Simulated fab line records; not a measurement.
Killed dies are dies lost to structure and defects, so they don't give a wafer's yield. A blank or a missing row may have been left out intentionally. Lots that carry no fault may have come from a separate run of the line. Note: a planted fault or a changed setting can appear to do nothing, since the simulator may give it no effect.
fab line records | flow nandHarc
record lots=24 wafers=72 lastDay=24
route steps=1159 shown A_STAIRCASE@561
lots that met no fault: from a run of the same line without faults
startH: hours from the record's first day to the start of the lot's first wafer shown | waitH: how many hours have passed since the lot's step before this one | " as in the row above | L1.1+2: several wafers, shown together as one row | - either no value or no given start | * or withheld: withheld | < > ~ a bound
route shown NAME@n: a module of which the file shows steps, and the number in the route of the first | usual: mean/standard deviation taken from wafers without a fault | same: alike in all rows | chamber/n: place in a boat | sites: per-site readings | _std_site: standard deviation of those values | _edge_site: outer sites' mean less inner sites' | radiusMm: for every site, how far away it sits from the centre of the wafer | mask NAME#n: copy n | behind: tool/chamber where the wafer was last shaped | hold: reason for holding the lot/hours on hold/outcome of the hold | device: the n, p or np transistor that did not switch | end of line: the route-end tests of the same wafers | step lacking rows: just its recipe | killed: count of dies lost to structure and defects at first sort (not the wafer's yield) | map: a wafer's dies, marking killed ones x, the rest . and places with no die _
set.NAME: the setting as run; set.NAME@STEP: as run at that earlier step | model.NAME: the simulator's own value behind a step, which no gauge read
route steps across a sampled set of lots; one table per step, one row per wafer
services: the hour from which a tool's chamber was out of use, counted from the record's first day as startH (under 0 if before that day), plus the number of hours and why
## steps
# step NHARC_A_STAIRCASE_TRIM_24
# recipe timeS=211.2 o2FlowSccm=500 arFlowSccm=0 biasW=0 chemistry=O2
# usual drypumpMotorCurrentA=5.8/0.5 oesProductAu=0.997/0.012 rfVppV=57.7/0.85 showerheadPlenumPTorr=3.52/0.18 throttleValvePct=17.035/0.0093
# columns lot.wafer tool chamber startH waitH drypumpMotorCurrentA oesProductAu rfHoursCounterH rfVppV showerheadPlenumPTorr throttleValvePct
L074.2 rieDiel-12 0 - - 6.1 0.990 8 57.9 3.67 17.048
L074.1 " 1 " " 6.0 0.999 7 56.9 3.80 17.051
L074.5 " 0 " " 6.1 0.980 - 58.4 3.67 17.032
L077.3 rieDiel-05 2 - - 6.1 0.986 30 58.4 3.38 17.028
L077.4 " 3 " " 6.5 1.022 29 57.7 3.30 17.054
L077.6 " 3 " " 6.5 1.013 - 58.4 3.30 17.035
L075.2 rieDiel-11 3 - - 6.6 0.991 21 55.8 3.33 17.031
L075.3 " 0 " " 5.7 0.994 21 56.9 3.37 17.039
L075.5 " 3 " " 6.6 1.003 - 59.0 3.33 17.035
L076.4 rieDiel-12 1 - - 5.9 0.989 14 58.0 3.80 17.025
L076.2 " 2 " " 5.4 0.985 14 56.9 3.36 17.032
L076.5 " 0 " " 6.1 0.974 - 58.0 3.67 17.044
L078.2 rieDiel-11 1 - - 5.7 1.021 23 56.8 3.77 17.039
L078.3 " 2 " " 6.1 0.978 22 58.1 3.80 17.035
L078.5 " 0 " " 5.8 1.002 - 56.7 3.37 17.028
L079.3 rieDiel-05 1 - - 5.7 1.002 36 58.5 3.48 17.028
L079.2 " 0 " " 4.7 1.003 35 57.7 3.49 17.039
L079.6 " 1 " " 5.7 1.005 - 56.4 3.49 17.045
L081.2 rieDiel-05 1 - - 5.7 0.978 38 56.5 3.48 17.049
L081.4 " 2 " " 6.1 0.982 38 56.3 3.37 17.049
L081.1 " 3 " " 6.5 1.009 37 57.4 3.30 17.047
L080.2 rieDiel-05 0 - - 4.8 1.013 37 59.4 3.49 17.036
L080.4 " 1 " " 5.7 0.997 39 58.4 3.48 17.032
L080.6 " 0 " " 4.8 0.999 - 57.0 3.49 17.017
L082.3 rieDiel-11 1 - - 5.7 1.010 35 57.7 3.76 17.040
L082.1 " 2 " " 6.1 0.973 34 58.6 3.79 17.034
L082.5 " 3 " " 6.7 0.993 - 57.0 3.32 17.031
L083.1 rieDiel-05 1 - - 5.7 0.998 42 56.8 3.48 17.029
L083.3 " 2 " " 6.1 0.985 43 58.6 3.37 17.043
L083.5 " 2 " " 6.1 0.990 - 57.3 3.37 17.046
L084.2 rieDiel-12 3 - - 5.6 1.006 27 57.5 3.64 17.040
L084.1 " 0 " " 6.1 0.988 27 57.7 3.66 17.016
L084.6 " 2 " " 5.4 0.986 - 58.1 3.35 17.040
L085.1 rieDiel-12 1 - - 6.0 0.988 31 58.6 3.79 17.038
L085.4 " 2 " " 5.4 0.985 31 57.2 3.35 17.049
L085.5 " 2 " " 5.3 0.993 - 57.8 3.35 17.038
L087.2 rieDiel-11 3 - - 6.6 1.000 47 57.2 3.32 17.053
L087.4 " 1 " " 5.7 1.010 48 58.4 3.75 17.012
L087.5 " 3 " " 6.7 1.003 - 56.3 3.32 17.045
L086.1 rieDiel-05 3 - - 6.5 1.007 51 57.0 3.29 17.034
L086.4 " 0 " " 4.8 1.001 50 56.3 3.48 17.050
L086.6 " 2 " " 6.1 1.000 - 57.2 3.37 17.026
L090.3 rieDiel-05 2 - - 6.1 0.983 61 58.3 3.36 17.022
L090.1 " 3 " " 6.5 1.014 57 56.9 3.29 17.028
L090.6 " 1 " " 5.7 1.007 - 57.8 3.47 17.036
L088.2 rieDiel-11 1 - - 5.7 1.016 55 57.3 3.75 17.028
L088.3 " 0 " " 5.8 1.005 49 59.3 3.36 17.024
L088.6 " 2 " " 6.1 0.991 - 60.1 3.78 17.034
L089.2 rieDiel-05 3 - - 6.5 1.008 60 57.3 3.29 17.040
L089.1 " 2 " " 6.1 0.979 65 58.3 3.36 17.046
L089.5 " 0 " " 4.8 0.995 - 58.2 3.48 17.028
L091.1 rieDiel-05 2 - - 6.1 0.980 65 56.8 3.36 17.029
L091.4 " 3 " " 6.5 1.019 61 57.0 3.29 17.038
L091.6 " 1 " " 5.7 1.006 - 58.5 3.47 17.022
L093.1 rieDiel-11 3 - - 6.6 0.996 56 57.1 3.31 17.032
L093.2 " 0 " " 5.8 1.009 53 58.4 3.35 17.037
L093.6 " 1 " " 5.7 1.019 - 57.9 3.75 17.045
L092.3 rieDiel-11 1 - - 5.7 1.013 62 57.9 3.74 17.028
L092.4 " 2 " " 6.1 0.992 60 56.7 3.77 17.046
L092.1 " 3 " " 6.6 1.001 60 57.6 3.31 17.047
L096.2 rieDiel-05 2 - - 6.1 0.970 4 57.0 3.36 17.033
L096.4 " 0 " " 4.8 1.016 4 57.0 3.48 17.034
L096.5 " 3 " " 6.5 1.006 - 57.8 3.81 17.049
L097.4 rieDiel-12 2 - - 5.4 0.991 54 58.1 3.34 17.029
L097.2 " 1 " " 5.9 0.977 53 58.3 3.78 17.042
L097.6 " 2 " " 5.4 0.992 - 57.0 3.34 17.031
L094.1 rieDiel-12 2 - - 5.3 0.994 54 56.9 3.34 17.032
L094.4 " 0 " " 6.1 0.978 52 58.6 3.65 17.032
L094.6 " 1 " " 5.9 0.995 - 60.1 3.78 17.025
L095.3 rieDiel-12 2 - - 5.4 1.001 59 56.7 3.34 17.034
L095.1 " 3 " " 5.5 1.002 58 59.3 3.62 17.032
L095.6 " 3 " " 5.6 1.008 - 57.5 3.62 17.034
# step NHARC_A_STAIRCASE_ETCH_190
# recipe targetDepthA=1000 timeS=40.5 ionEnergyEv=400 c4f8FlowSccm=20 o2FlowSccm=10 arFlowSccm=withheld rfW=600 biasW=1000 chemistry=C4F8/O2
# usual oesProductAu=0.937/0.014 rfVppV=896/6.7
# columns lot.wafer tool chamber startH waitH oesProductAu rfHoursCounterH rfVppV
L074.1 rieDiel-05 1 - - 0.929 27 894
L074.2 " 2 " " 0.940 26 891
L074.5 " 0 " " 0.935 - 895
L077.3 rieDiel-12 0 - - 0.912 12 902
L077.4 " 2 " " 0.930 12 889
L077.6 " 1 " " 0.928 - 905
L075.3 rieDiel-11 1 - - 0.953 20 906
L075.2 " 2 " " 0.943 19 906
L075.5 " 3 " " 0.921 - 889
L076.2 rieDiel-11 1 - - 0.938 24 904
L076.4 " 3 " " 0.935 - 888
L076.5 " 1 " " 0.945 - 904
L078.2 rieDiel-11 3 - - 0.932 25 889
L078.3 " 1 " " 0.945 24 905
L078.5 " 1 " " 0.953 - 903
L079.2 rieDiel-05 0 - - 0.929 37 893
L079.3 " 3 " " 0.936 37 888
L079.6 " 1 " " 0.918 - 894
L081.1 rieDiel-11 3 - - 0.939 32 886
L081.4 " 1 " " 0.932 32 903
L081.2 " 2 " " 0.911 31 904
L080.4 rieDiel-05 3 - - 0.946 39 888
L080.2 " 0 " " 0.937 38 895
L080.6 " 0 " " 0.941 - 896
L082.1 rieDiel-12 2 - - 0.942 25 888
L082.3 " 0 " " 0.922 26 901
L082.5 " 2 " " 0.925 - 890
L083.1 rieDiel-12 3 - - 0.935 25 900
L083.3 " 0 " " 0.933 26 899
L083.5 " 0 " " 0.921 - 902
L084.2 rieDiel-12 3 - - 0.942 28 900
L084.1 " 2 " " 0.936 29 890
L084.6 " 3 " " 0.948 - 899
L085.1 rieDiel-05 3 - - 0.939 48 887
L085.4 " 1 " " 0.944 51 893
L085.5 " 0 " " 0.931 - 893
L087.2 rieDiel-12 3 - - 0.942 32 900
L087.4 " 2 " " 0.940 33 889
L087.5 " 0 " " 0.925 - 901
L086.1 rieDiel-05 0 - - 0.943 51 895
L086.4 " 2 " " 0.930 55 889
L086.6 " 1 " " 0.948 - 896
L088.3 rieDiel-11 0 - - 0.938 52 889
L088.2 " 2 " " 0.936 55 906
L088.6 " 0 " " 0.933 - 888
L090.1 rieDiel-05 3 - - 0.949 59 888
L090.3 " 0 " " 0.921 59 894
L090.6 " 0 " " 0.919 - 895
L089.1 rieDiel-11 3 - - 0.937 56 887
L089.2 " 1 " " 0.973 59 904
L089.5 " 0 " " 0.950 - 890
L091.1 rieDiel-12 0 - - 0.922 42 901
L091.4 " 1 " " 0.941 43 906
L091.6 " 2 " " 0.940 - 891
L093.1 rieDiel-12 1 - - 0.936 43 905
L093.2 " 3 " " 0.955 42 898
L093.6 " 2 " " 0.944 - 890
L092.1 rieDiel-05 2 - - 0.930 0 889
L092.4 " 3 " " 0.959 0 905
L092.3 " 0 " " 0.950 0 894
L096.2 rieDiel-05 0 - - 0.936 5 893
L096.4 " 2 " " 0.901 5 890
L096.5 " 0 " " 0.948 - 894
L097.2 rieDiel-05 2 - - 0.918 6 890
L097.4 " 3 " " 0.945 6 906
L097.6 " 3 " " 0.940 - 906
L094.1 rieDiel-05 2 - - 0.906 6 890
L094.4 " 3 " " 0.929 6 906
L094.6 " 1 " " 0.960 - 895
L095.1 rieDiel-11 2 - - 0.945 0 905
L095.3 " 3 " " 0.957 0 888
L095.6 " 0 " " 0.924 - 888
# step NHARC_A_STAIRCASE_ETCH_201
# recipe targetDepthA=1000 timeS=40.5 ionEnergyEv=400 c4f8FlowSccm=20 o2FlowSccm=10 arFlowSccm=withheld rfW=600 biasW=1000 chemistry=C4F8/O2
# usual oesProductAu=0.941/0.015 rfVppV=896/6.4
# columns lot.wafer tool chamber startH waitH oesProductAu rfHoursCounterH rfVppV
L074.1 rieDiel-05 3 - - 0.972 25 889
L074.2 " 1 " " 0.921 27 894
L074.5 " 2 " " 0.929 - 891
L077.3 rieDiel-05 3 - - 0.951 31 887
L077.4 " 0 " " 0.931 31 894
L077.6 " 2 " " 0.934 - 891
L075.3 rieDiel-11 3 - - 0.937 22 889
L075.2 " 1 " " 0.955 21 905
L075.5 " 3 " " 0.943 - 889
L076.2 rieDiel-12 0 - - 0.934 15 902
L076.4 " 1 " " 0.931 15 905
L076.5 " 3 " " 0.949 - 902
L078.2 rieDiel-11 2 - - 0.917 24 906
L078.3 " 1 " " 0.953 25 905
L078.5 " 3 " " 0.932 - 889
L079.2 rieDiel-05 1 - - 0.938 39 894
L079.3 " 0 " " 0.936 38 895
L079.6 " 2 " " 0.928 - 890
L081.2 rieDiel-05 2 - - 0.933 40 891
L081.4 " 0 " " 0.937 39 895
L081.1 " 1 " " 0.935 40 894
L080.2 rieDiel-12 3 - - 0.946 22 901
L080.4 " 2 " " 0.912 22 889
L080.6 " 0 " " 0.928 - 901
L082.3 rieDiel-05 2 - - 0.933 46 890
L082.1 " 0 " " 0.944 43 894
L082.5 " 1 " " 0.938 - 894
L083.1 rieDiel-05 0 - - 0.946 43 894
L083.3 " 1 " " 0.927 45 895
L083.5 " 1 " " 0.934 - 895
L084.1 rieDiel-11 1 - - 0.952 42 904
L084.2 " 2 " " 0.912 40 906
L084.6 " 0 " " 0.945 - 891
L085.1 rieDiel-11 1 - - 0.958 46 904
L085.4 " 2 " " 0.941 43 906
L085.5 " 3 " " 0.974 - 889
L087.2 rieDiel-12 2 - - 0.925 34 889
L087.4 " 3 " " 0.960 33 900
L087.5 " 1 " " 0.913 - 905
L086.4 rieDiel-05 3 - - 0.955 52 887
L086.1 " 1 " " 0.935 55 894
L086.6 " 3 " " 0.948 - 889
L088.2 rieDiel-11 0 - - 0.946 52 890
L088.3 " 3 " " 0.944 55 889
L088.6 " 1 " " 0.962 - 903
L090.3 rieDiel-12 0 - - 0.929 40 900
L090.1 " 3 " " 0.963 40 898
L090.6 " 0 " " 0.921 - 901
L089.2 rieDiel-11 0 - - 0.943 54 889
L089.1 " 1 " " 0.969 60 903
L089.5 " 0 " " 0.945 - 888
L091.1 rieDiel-12 0 - - 0.926 43 901
L091.4 " 2 " " 0.935 43 889
L091.6 " 0 " " 0.932 - 901
L093.2 rieDiel-11 3 - - 0.935 58 887
L093.1 " 1 " " 0.971 61 903
L093.6 " 2 " " 0.935 - 904
L092.3 rieDiel-12 0 - - 0.918 48 900
L092.4 " 1 " " 0.945 48 903
L092.1 " 2 " " 0.953 49 888
L096.4 rieDiel-05 2 - - 0.922 5 890
L096.2 " 0 " " 0.945 6 894
L096.5 " 2 " " 0.921 - 890
L097.4 rieDiel-12 2 - - 0.924 56 888
L097.2 " 0 " " 0.922 53 901
L097.6 " 3 " " 0.940 - 900
L094.1 rieDiel-05 1 - - 0.968 7 893
L094.6 " 1 " " 0.967 - 893
L094.4 " 2 " " 0.919 - 890
L095.1 rieDiel-05 1 - - 0.954 11 895
L095.3 " 2 " " 0.920 11 890
L095.6 " 1 " " 0.950 - 894
# step NHARC_A_STAIRCASE_STRIP_205
# recipe powerW=1500 tempC=250 chemistry=O2
# usual drypumpMotorCurrentA=6.2/0.33 heaterPowerW=312/38
# columns lot.wafer tool chamber startH waitH drypumpMotorCurrentA heaterPowerW rfHoursCounterH
L074.2 plasmaAsher-02 1 237.05 0.1 6.1 297 16
L074.1 " 0 " " 5.7 267 16
L074.5 " 1 " " 6.1 286 -
L077.4 plasmaAsher-01 0 252.22 0.2 6.5 385 -
L077.3 " 1 " " 6.5 329 -
L077.6 " 1 " " 6.5 323 -
L075.2 plasmaAsher-02 1 252.89 0.1 6.1 284 20
L075.3 " 0 " " 5.7 264 -
L075.5 " 0 " " 5.7 275 -
L076.2 plasmaAsher-01 1 261.87 0.1 6.4 326 53
L076.4 " 0 " " 6.5 367 -
L076.5 " 1 " " 6.4 340 -
L078.2 plasmaAsher-02 1 262.11 0.1 6.1 296 23
L078.3 " 1 " " 6.1 285 -
L078.5 " 1 " " 6.1 281 -
L079.2 plasmaAsher-01 1 270.78 0.5 6.4 337 58
L079.3 " 1 " " 6.5 334 -
L079.6 " 1 " " 6.5 328 -
L081.1 plasmaAsher-01 1 273.81 0.2 6.5 332 61
L081.2 " 0 " " 6.4 380 61
L081.4 " 0 " " 6.5 371 -
L080.2 plasmaAsher-01 1 274.91 1.1 6.5 328 62
L080.4 " 0 " " 6.5 370 -
L080.6 " 1 " " 6.5 330 -
L082.1 plasmaAsher-02 0 287.94 0.1 5.7 279 31
L082.3 " 0 " " 5.7 274 -
L082.5 " 1 " " 6.1 295 -
L083.1 plasmaAsher-02 1 288.63 0.1 6.1 291 31
L083.3 " 0 " " 5.7 276 -
L083.5 " 0 " " 5.7 279 -
L084.1 plasmaAsher-02 0 293.54 0.1 5.7 267 33
L084.2 " 1 " " 6.0 283 33
L084.6 " 1 " " 6.1 291 -
L085.1 plasmaAsher-02 1 307.31 0.1 6.1 286 37
L085.4 " 0 " " 5.7 266 -
L085.5 " 0 " " 5.7 269 -
L087.2 plasmaAsher-02 0 315.52 0.1 5.7 276 40
L087.4 " 1 " " 6.1 285 -
L087.5 " 1 " " 6.1 283 -
L086.1 plasmaAsher-02 0 315.84 0.2 5.7 269 40
L086.4 " 1 " " 6.1 290 -
L086.6 " 1 " " 6.1 293 -
L088.2 plasmaAsher-02 0 337.55 0.1 5.7 281 48
L088.3 " 1 " " 6.1 295 -
L088.6 " 0 " " 5.7 279 -
L090.1 plasmaAsher-01 1 337.93 0.1 6.5 315 16
L090.3 " 0 " " 6.4 378 -
L090.6 " 0 " " 6.5 367 -
L089.2 plasmaAsher-02 0 342.04 0.1 5.7 274 49
L089.1 " 1 " " 6.1 294 49
L089.5 " 0 " " 5.7 279 -
L091.1 plasmaAsher-01 1 344.24 0.1 6.5 317 18
L091.4 " 1 " " 6.5 317 -
L091.6 " 1 " " 6.5 318 -
L093.1 plasmaAsher-02 0 344.56 0.1 5.7 278 50
L093.2 " 1 " " 6.1 292 50
L093.6 " 0 " " 5.7 272 -
L092.1 plasmaAsher-01 0 354.37 0.1 6.5 365 21
L092.3 " 1 " " 6.5 318 -
L092.4 " 0 " " 6.5 370 -
L096.2 plasmaAsher-01 1 369.05 0.1 6.5 312 26
L096.4 " 1 " " 6.5 318 -
L096.5 " 0 " " 6.5 375 -
L097.2 plasmaAsher-01 1 372.62 0.1 6.5 326 27
L097.4 " 0 " " 6.5 371 -
L097.6 " 0 " " 6.5 378 -
L094.1 plasmaAsher-01 1 373.11 0.1 6.5 323 27
L094.4 " 1 " " 6.5 316 -
L094.6 " 0 " " 6.5 375 -
L095.1 plasmaAsher-02 1 381.41 0.1 6.1 296 5
L095.3 " 1 " " 6.1 302 -
L095.6 " 1 " " 6.1 300 -
# step NHARC_A_STAIRCASE_ETCH_225
# recipe targetDepthA=1000 timeS=40.5 ionEnergyEv=400 c4f8FlowSccm=20 o2FlowSccm=10 arFlowSccm=withheld rfW=600 biasW=1000 chemistry=C4F8/O2
# usual oesProductAu=0.934/0.013 rfVppV=897/6.8
# columns lot.wafer tool chamber startH waitH oesProductAu rfHoursCounterH rfVppV
L074.1 rieDiel-11 3 - - 0.942 19 889
L074.2 " 1 " " 0.962 16 904
L074.5 " 2 " " 0.933 - 907
L077.4 rieDiel-05 0 - - 0.930 32 895
L077.3 " 3 " " 0.955 32 887
L077.6 " 0 " " 0.936 - 895
L075.3 rieDiel-05 2 - - 0.930 32 890
L075.2 " 0 " " 0.935 32 894
L075.5 " 3 " " 0.955 - 888
L076.2 rieDiel-12 1 - - 0.930 16 905
L076.4 " 3 " " 0.960 17 901
L076.5 " 2 " " 0.933 - 890
L078.3 rieDiel-12 1 - - 0.944 17 906
L078.2 " 0 " " 0.918 17 900
L078.5 " 2 " " 0.930 - 890
L079.2 rieDiel-12 0 - - 0.920 22 901
L079.3 " 3 " " 0.940 21 901
L079.6 " 0 " " 0.908 - 902
L081.1 rieDiel-05 2 - - 0.932 41 889
L081.2 " 3 " " 0.949 40 887
L081.4 " 0 " " 0.941 40 894
L080.2 rieDiel-12 0 - - 0.936 24 902
L080.4 " 3 " " 0.947 23 900
L080.6 " 1 " " 0.939 - 905
L082.1 rieDiel-12 2 - - 0.925 28 889
L082.3 " 0 " " 0.913 28 901
L082.5 " 1 " " 0.931 - 905
L083.1 rieDiel-05 3 - - 0.960 46 886
L083.3 " 2 " " 0.941 49 889
L083.5 " 3 " " 0.960 - 887
L084.2 rieDiel-11 1 - - 0.935 43 903
L084.1 " 3 " " 0.939 41 888
L084.6 " 1 " " 0.938 - 904
L085.4 rieDiel-12 2 - - 0.929 32 889
L085.1 " 0 " " 0.925 31 902
L085.5 " 2 " " 0.931 - 889
L087.4 rieDiel-11 3 - - 0.962 49 888
L087.2 " 0 " " 0.952 45 889
L087.5 " 2 " " 0.927 - 904
L086.4 rieDiel-12 3 - - 0.949 33 901
L086.1 " 1 " " 0.932 34 906
L086.6 " 3 " " 0.953 - 900
L088.2 rieDiel-12 3 - - 0.946 40 900
L088.3 " 2 " " 0.929 41 889
L088.6 " 3 " " 0.945 - 900
L090.3 rieDiel-05 3 - - 0.946 61 888
L090.1 " 0 " " 0.937 61 894
L090.6 " 2 " " 0.941 - 890
L089.1 rieDiel-12 0 - - 0.920 44 899
L089.2 " 2 " " 0.926 44 889
L089.5 " 1 " " 0.940 - 906
L091.1 rieDiel-11 0 - - 0.948 56 889
L091.4 " 1 " " 0.960 61 904
L091.6 " 3 " " 0.942 - 888
L093.2 rieDiel-12 3 - - 0.936 45 901
L093.1 " 2 " " 0.922 45 890
L093.6 " 3 " " 0.939 - 899
L092.3 rieDiel-11 3 - - 0.929 64 886
L092.1 " 0 " " 0.953 59 889
L092.4 " 2 " " 0.947 64 903
L096.4 rieDiel-12 2 - - 0.923 55 889
L096.2 " 3 " " 0.928 54 899
L096.5 " 2 " " 0.921 - 890
L097.4 rieDiel-12 0 - - 0.913 58 899
L097.2 " 3 " " 0.938 58 899
L097.6 " 1 " " 0.920 - 904
L094.4 rieDiel-12 0 - - 0.907 58 900
L094.1 " 1 " " 0.917 59 905
L094.6 " 1 " " 0.925 - 905
L095.1 rieDiel-11 0 - - 0.909 2 889
L095.3 " 2 " " 0.922 2 905
L095.6 " 0 " " 0.914 - 890
# step NHARC_A_STAIRCASE_TRIM_226
# recipe timeS=211.2 o2FlowSccm=500 arFlowSccm=0 biasW=0 chemistry=O2
# usual drypumpMotorCurrentA=5.8/0.44 oesProductAu=0.997/0.013 rfVppV=57.8/0.9 showerheadPlenumPTorr=3.56/0.18 throttleValvePct=17.036/0.0089
# columns lot.wafer tool chamber startH waitH drypumpMotorCurrentA oesProductAu rfHoursCounterH rfVppV showerheadPlenumPTorr throttleValvePct
L074.1 rieDiel-11 1 - - 5.7 1.022 16 57.7 3.77 17.062
L074.2 " 0 " " 5.8 0.995 18 56.7 3.37 17.052
L074.5 " 1 " " 5.7 1.009 - 57.5 3.77 17.038
L077.4 rieDiel-05 3 - - 6.5 1.012 32 57.2 3.30 17.035
L077.3 " 2 " " 6.1 0.984 32 57.7 3.38 17.035
L077.6 " 0 " " 4.8 0.994 - 57.1 3.49 17.039
L075.3 rieDiel-05 3 - - 6.5 1.007 32 56.9 3.30 17.044
L075.2 " 1 " " 5.7 0.988 32 58.2 3.49 17.039
L075.5 " 0 " " 4.8 1.003 - 58.7 3.49 17.035
L076.2 rieDiel-12 3 - - 5.6 1.006 17 58.9 3.64 17.041
L076.4 " 2 " " 5.4 0.992 17 57.7 3.36 17.027
L076.5 " 3 " " 5.5 1.011 - 58.8 3.64 17.021
L078.3 rieDiel-12 3 - - 5.6 1.012 17 58.7 3.64 17.032
L078.2 " 0 " " 6.1 0.993 17 58.6 3.67 17.024
L078.5 " 0 " " 6.1 0.993 - 57.4 3.67 17.038
L079.3 rieDiel-12 0 - - 6.1 0.992 22 58.0 3.66 17.025
L079.2 " 3 " " 5.6 1.015 21 58.6 3.64 17.014
L079.6 " 0 " " 6.1 0.985 - 57.3 3.67 17.047
L081.1 rieDiel-05 3 - - 6.5 1.006 40 58.2 3.30 17.021
L081.4 " 0 " " 4.8 0.988 40 58.4 3.49 17.059
L081.2 " 1 " " 5.7 0.983 41 57.3 3.48 17.033
L080.4 rieDiel-12 1 - - 5.9 1.006 24 57.1 3.79 17.048
L080.2 " 2 " " 5.3 0.994 24 56.8 3.35 17.054
L080.6 " 1 " " 5.9 1.004 - 59.7 3.79 17.030
L082.3 rieDiel-12 3 - - 5.5 0.991 28 57.8 3.64 17.033
L082.1 " 0 " " 6.1 0.988 28 58.6 3.66 17.028
L082.5 " 3 " " 5.6 1.010 - 57.6 3.64 17.030
L083.1 rieDiel-05 2 - - 6.2 0.986 49 58.8 3.37 17.045
L083.3 " 1 " " 5.7 1.001 49 57.8 3.48 17.036
L083.5 " 3 " " 6.5 1.015 - 56.8 3.30 17.032
L084.2 rieDiel-11 1 - - 5.7 1.005 44 58.1 3.75 17.043
L084.1 " 2 " " 6.1 0.977 41 56.9 3.78 17.040
L084.6 " 1 " " 5.7 0.998 - 57.4 3.75 17.018
L085.4 rieDiel-12 3 - - 5.6 1.012 31 58.0 3.64 17.039
L085.1 " 0 " " 6.1 0.989 31 59.7 3.66 17.023
L085.5 " 3 " " 5.6 1.014 - 57.1 3.64 17.039
L087.4 rieDiel-11 0 - - 5.8 1.007 45 57.4 3.36 17.033
L087.2 " 3 " " 6.6 1.016 49 57.6 3.32 17.035
L087.5 " 1 " " 5.7 1.019 - 57.1 3.75 17.034
L086.1 rieDiel-12 3 - - 5.6 1.016 33 59.1 3.64 17.030
L086.4 " 0 " " 6.1 0.987 34 58.7 3.66 17.028
L086.6 " 0 " " 6.1 0.992 - 57.4 3.66 17.048
L088.3 rieDiel-12 2 - - 5.4 0.992 41 57.0 3.34 17.048
L088.2 " 3 " " 5.5 1.007 41 58.8 3.63 17.029
L088.6 " 2 " " 5.4 0.990 - 58.4 3.34 17.045
L090.3 rieDiel-05 3 - - 6.5 1.021 61 56.6 3.29 17.024
L090.1 " 1 " " 5.7 1.001 65 56.5 3.47 17.040
L090.6 " 0 " " 4.8 0.987 - 56.8 3.48 17.055
L089.2 rieDiel-12 2 - - 5.3 0.999 44 58.0 3.34 17.042
L089.1 " 3 " " 5.5 1.008 43 57.6 3.63 17.025
L089.5 " 0 " " 6.1 0.983 - 57.7 3.65 17.023
L091.1 rieDiel-11 1 - - 5.7 1.014 61 57.5 3.74 17.035
L091.4 " 3 " " 6.6 0.990 59 56.2 3.31 17.035
L091.6 " 1 " " 5.7 1.023 - 57.0 3.74 17.031
L093.1 rieDiel-12 3 - - 5.6 0.999 45 58.6 3.63 17.044
L093.2 " 1 " " 5.9 0.981 46 58.3 3.78 17.019
L093.6 " 0 " " 6.1 0.966 - 57.8 3.65 17.035
L092.4 rieDiel-11 1 - - 5.7 1.019 65 58.4 3.74 17.047
L092.3 " 2 " " 6.1 0.983 64 58.3 3.77 17.029
L092.1 " 3 " " 6.6 0.987 64 57.4 3.31 17.048
L096.2 rieDiel-12 2 - - 5.3 0.989 55 57.6 3.34 17.045
L096.4 " 3 " " 5.6 1.010 54 58.4 3.62 17.031
L096.5 " 2 " " 5.4 0.990 - 56.6 3.34 17.024
L097.2 rieDiel-12 3 - - 5.6 0.997 58 57.1 3.62 17.023
L097.4 " 1 " " 5.9 0.983 59 58.5 3.77 17.034
L097.6 " 3 " " 5.6 0.995 - 56.7 3.62 17.040
L094.1 rieDiel-12 1 - - 6.0 1.006 59 59.0 3.77 17.033
L094.4 " 3 " " 5.5 1.012 58 59.3 3.62 17.038
L094.6 " 2 " " 5.3 1.001 - 57.7 3.34 17.037
L095.3 rieDiel-11 2 - - 6.1 1.005 2 59.1 3.77 17.038
L095.1 " 3 " " 6.6 1.001 2 56.3 3.31 17.043
L095.6 " 0 " " 5.8 0.986 - 58.2 3.35 17.036
## services
# columns tool chamber startH hours kind
rieDiel-12 0 211.53 - clean
rieDiel-12 1 211.53 - clean
rieDiel-12 1 211.53 - consumableReplace:showerhead
rieDiel-12 2 211.53 - clean
rieDiel-12 3 211.53 - clean
rieDiel-12 0 236.04 - clean
rieDiel-12 1 236.04 - clean
rieDiel-12 2 236.04 - clean
rieDiel-12 3 236.04 - clean
rieDiel-11 2 242.83 4.5 repair
rieDiel-11 0 259.02 6.5 repair
rieDiel-12 0 260.54 - clean
rieDiel-12 1 260.54 - clean
rieDiel-12 2 260.54 - clean
rieDiel-12 3 260.54 - clean
plasmaAsher-01 - 276.05 9.0 pm
plasmaAsher-01 - 306.97 4.4 repair
rieDiel-05 - 340.65 9.0 pm
plasmaAsher-02 - 360.02 9.0 pm
rieDiel-11 - 366.55 9.0 pm
rieDiel-05 0 372.58 1.2 repair
rieDiel-12 - 379.53 9.0 pm
plasmaAsher-01 - 380.67 3.1 repair
rieDiel-11 1 383.84 2.7 repair
## key
fault none
